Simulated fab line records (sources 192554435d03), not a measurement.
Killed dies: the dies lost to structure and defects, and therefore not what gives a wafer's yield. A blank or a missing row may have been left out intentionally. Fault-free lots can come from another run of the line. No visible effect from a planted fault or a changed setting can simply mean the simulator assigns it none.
Chamber matching / flow n5-finfet / N5_BEOL_M12_ETCH_59 on rie-diel-06 has 4 sister chambers
The step etches BARC in N2/H2, target depth 89 nm, overetch 26.7 nm, time 67.9 s. 16 wafers are shown with their chamber, then 8 later ones without.

WAFERS PAIRED WITH THEIR CHAMBERS
wafer=L078.1; chamber=3; throttle-valve-pct (%)=18.02; showerhead-plenum-p-Torr (Torr)=2.49; drypump-motor-current-A (A)=5.9
wafer=L078.3; chamber=2; throttle-valve-pct (%)=18.17; showerhead-plenum-p-Torr (Torr)=2.40; drypump-motor-current-A (A)=5.3
wafer=L078.6; chamber=3; throttle-valve-pct (%)=18.00; showerhead-plenum-p-Torr (Torr)=2.49; drypump-motor-current-A (A)=5.9
wafer=L083.4; chamber=3; throttle-valve-pct (%)=18.00; showerhead-plenum-p-Torr (Torr)=2.49; drypump-motor-current-A (A)=5.9
wafer=L083.5; chamber=1; throttle-valve-pct (%)=17.69; showerhead-plenum-p-Torr (Torr)=2.59; drypump-motor-current-A (A)=6.1
wafer=L083.6; chamber=0; throttle-valve-pct (%)=17.59; showerhead-plenum-p-Torr (Torr)=2.57; drypump-motor-current-A (A)=6.0
wafer=L085.1; chamber=1; throttle-valve-pct (%)=17.71; showerhead-plenum-p-Torr (Torr)=2.59; drypump-motor-current-A (A)=6.1
wafer=L085.2; chamber=0; throttle-valve-pct (%)=17.60; showerhead-plenum-p-Torr (Torr)=2.56; drypump-motor-current-A (A)=6.0
wafer=L085.3; chamber=3; throttle-valve-pct (%)=18.03; showerhead-plenum-p-Torr (Torr)=2.49; drypump-motor-current-A (A)=5.9
wafer=L085.4; chamber=3; throttle-valve-pct (%)=18.03; showerhead-plenum-p-Torr (Torr)=2.49; drypump-motor-current-A (A)=5.9
wafer=L085.5; chamber=0; throttle-valve-pct (%)=17.60; showerhead-plenum-p-Torr (Torr)=2.56; drypump-motor-current-A (A)=6.0
wafer=L085.6; chamber=1; throttle-valve-pct (%)=17.68; showerhead-plenum-p-Torr (Torr)=2.59; drypump-motor-current-A (A)=6.1
wafer=L088.1; chamber=3; throttle-valve-pct (%)=18.05; showerhead-plenum-p-Torr (Torr)=2.48; drypump-motor-current-A (A)=6.0
wafer=L088.2; chamber=0; throttle-valve-pct (%)=17.61; showerhead-plenum-p-Torr (Torr)=2.56; drypump-motor-current-A (A)=5.9
wafer=L088.4; chamber=1; throttle-valve-pct (%)=17.69; showerhead-plenum-p-Torr (Torr)=2.58; drypump-motor-current-A (A)=6.1
wafer=L094.1; chamber=3; throttle-valve-pct (%)=18.06; showerhead-plenum-p-Torr (Torr)=2.48; drypump-motor-current-A (A)=5.9

SIGNATURES, as means of the wafers listed above
reading=throttle-valve-pct; chamber 0=17.6000; chamber 1=17.6925; chamber 2=18.1700; chamber 3=18.0271; scatter within a chamber=0.0178
reading=showerhead-plenum-p-Torr; chamber 0=2.5625; chamber 1=2.5875; chamber 2=2.4000; chamber 3=2.4871; scatter within a chamber=0.00494
reading=drypump-motor-current-A; chamber 0=5.975; chamber 1=6.100; chamber 2=5.300; chamber 3=5.914; scatter within a chamber=0.0366
Rule: a wafer lies at a distance from a chamber equal to the root of the sum of squares, over the readings, of (its reading less the chamber's mean, divided by the reading's scatter). The wafer belongs to the nearest chamber; if the next one is less than 2 further off, it can't be placed. The scatter: take each reading less its chamber's mean, square it, sum over the shown wafers, divide by the number of wafers less the number of chambers, and take the root.

WAFERS WITHOUT THEIR CHAMBER
wafer=L094.2; throttle-valve-pct (%)=17.70; showerhead-plenum-p-Torr (Torr)=2.58; drypump-motor-current-A (A)=6.1
wafer=L094.3; throttle-valve-pct (%)=17.77; showerhead-plenum-p-Torr (Torr)=2.71; drypump-motor-current-A (A)=5.3
wafer=L094.4; throttle-valve-pct (%)=17.61; showerhead-plenum-p-Torr (Torr)=2.56; drypump-motor-current-A (A)=6.0
wafer=L094.5; throttle-valve-pct (%)=18.05; showerhead-plenum-p-Torr (Torr)=2.48; drypump-motor-current-A (A)=6.0
wafer=L094.6; throttle-valve-pct (%)=17.78; showerhead-plenum-p-Torr (Torr)=2.71; drypump-motor-current-A (A)=5.3
wafer=L095.1; throttle-valve-pct (%)=18.06; showerhead-plenum-p-Torr (Torr)=2.48; drypump-motor-current-A (A)=5.9
wafer=L095.2; throttle-valve-pct (%)=17.77; showerhead-plenum-p-Torr (Torr)=2.71; drypump-motor-current-A (A)=5.3
wafer=L095.4; throttle-valve-pct (%)=17.73; showerhead-plenum-p-Torr (Torr)=2.58; drypump-motor-current-A (A)=6.1

WHICH CHAMBER EACH ONE RAN IN
wafer=L094.2; from the rows above=1; in truth=1
wafer=L094.3; from the rows above=1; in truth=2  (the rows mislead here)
wafer=L094.4; from the rows above=0; in truth=0
wafer=L094.5; from the rows above=3; in truth=3
wafer=L094.6; from the rows above=1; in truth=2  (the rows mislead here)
wafer=L095.1; from the rows above=3; in truth=3
wafer=L095.2; from the rows above=1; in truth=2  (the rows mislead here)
wafer=L095.4; from the rows above=1; in truth=1
5 of 8 placed correctly. Can't be placed from these rows: 0. Number placed wrongly: 3.
